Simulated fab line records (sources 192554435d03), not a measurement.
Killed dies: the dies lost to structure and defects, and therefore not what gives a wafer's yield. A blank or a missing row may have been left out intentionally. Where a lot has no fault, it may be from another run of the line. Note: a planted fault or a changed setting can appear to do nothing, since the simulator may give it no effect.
A struck lot beside a sound one	flow n5 finfet	16 steps out of a route of 1938
Sound: the wafers L868.4, L868.5. The struck wafers were L876.3, L876.4, L876.5. The cause is given at the end.
For every step that has rows: the tool of each side, followed by ch and its chambers, followed by its first start. Under that, the readings that differ: sound wafers	struck wafers	difference of the means	sigmas: that difference in standard deviations of wafers without a fault.
alike: a reading whose means differ by less than 2 such deviations, as well as words and numbers matching on both sides. not compared: withheld readings; readings where some wafer has no value; bounds like >300 that might hide an equal value; numbers whose values overlap and for which the record gives no deviation.
The two part at a step that has a row with sigmas, a row that says differs or no value, or rows on one side only. Numbers that have no deviation but don't overlap get no sigmas and don't part them. A reading missing from all wafers of one side parts the sides only when that side holds two or more wafers.

first, 2 steps without rows for these wafers: N5_BEOL_M1_PRECLEAN_42 (cleans in residue remover, time 60 s); N5_BEOL_M1_SRD_43 (time 30 s).
N5_BEOL_M1_CD_MEAS_35: target cd 18 nm, target cd y 21 nm.
  sound on cd sem-02 at day 6 23:03; struck on cd sem-03 at day 9 02:23
  alike: cd nm
then, 1 step without rows for these wafers: N5_BEOL_M1_DEGAS_44 (time 60 s).
N5_BEOL_M1_PRE_CLEAN_45: time 30 s.
  sound on pvd sputter-01 at day 6 23:23; struck on pvd sputter-02 at day 9 02:47
  alike: heater power w
N5_BEOL_M1_ALD_84: deposits TaN, pulse time 2 s, purge time 3 s, co reactant purge time 2 s.
  sound on ald metal-04 ch 0,2, day 6 23:28; struck on ald metal-03 ch 0,1, day 9 02:52
reading	sound	struck	difference	sigmas
heater power w (W)	354 329	422 450 451	+100	+2
then, 2 steps without rows for these wafers: N5_BEOL_M1_SURFACE_TREAT_85; N5_BEOL_M1_CVD_47 (deposits Co from CCTBA/H2, target thk 3 nm, time 223.8 s).
N5_BEOL_M1_SPUTTER_48: material Cu, target thk 4.5 nm, time 8.29 s.
  sound on pvd sputter-01 at day 6 23:54; struck on pvd sputter-01 at day 9 03:41
  alike: chamber pressure pa, chuck gas flow sccm, chuck sensor temp C, throttle valve pct
then, 1 step without rows for these wafers: N5_BEOL_M1_ANNEAL_49 (time 240 s).
N5_BEOL_M1_SPUTTER_79: material Cu, target thk 4.5 nm, time 8.29 s.
  sound on pvd sputter-01 at day 7 00:07; struck on pvd sputter-01 at day 9 03:54
  alike: chamber pressure pa, chuck gas flow sccm, chuck sensor temp C, throttle valve pct
N5_BEOL_M1_ANNEAL_80: time 240 s.
  sound on pvd sputter-01 at day 7 00:12; struck on pvd sputter-01 at day 9 03:59
  alike: heater power w
N5_BEOL_M1_SPUTTER_81: material Cu, target thk 4.5 nm, time 8.29 s.
  sound on pvd sputter-01 at day 7 00:20; struck on pvd sputter-01 at day 9 04:07
  no value came back on the struck wafers for chamber pressure pa (Pa), chuck gas flow sccm (sccm), chuck sensor temp C (C), throttle valve pct (%); on the sound wafers chamber pressure pa (Pa) reads 0.06972 0.07015
then, 1 step without rows for these wafers: N5_BEOL_M1_ANNEAL_82 (time 240 s).
N5_BEOL_M4_RC_MEAS_101:
  sound on prober-01 ch 0, day 8 13:37; struck on prober-01 ch 0, day 10 12:31
  alike: DIBL_N, DIBL_P, IOFF_N, IOFF_P, ION_N, ION_P, SS_N, SS_P, VT_N, VT_P
-- here the record skips 4 days between the struck wafers' starts before and after, leaving off in module BEOL_M4 and picking up in module PASSIVATION (first step shown: number 1936 of the route) --
N5_PASSIVATION_PROBE_49:
  sound on prober-01 at day 12 22:15; struck on prober-01 at day 14 15:50
  alike: defect limited yield, killed_at_M0_to_M3, killed_at_M4_up, killed at contacts, killed at front end, killed at other, killed dies, killed open, killed short, sort_bin_5_function, sort_bin_6_memory, sort_bin_8_speed, sort n pass, sort yield pct

WHERE THEY PART
Last at N5_BEOL_M1_SPUTTER_81 as far as this record goes, first at N5_BEOL_M1_ALD_84. Later steps at which nothing parts them and some readings are alike: N5_BEOL_M4_RC_MEAS_101, N5_PASSIVATION_PROBE_49.

WHY: what the simulator had put in
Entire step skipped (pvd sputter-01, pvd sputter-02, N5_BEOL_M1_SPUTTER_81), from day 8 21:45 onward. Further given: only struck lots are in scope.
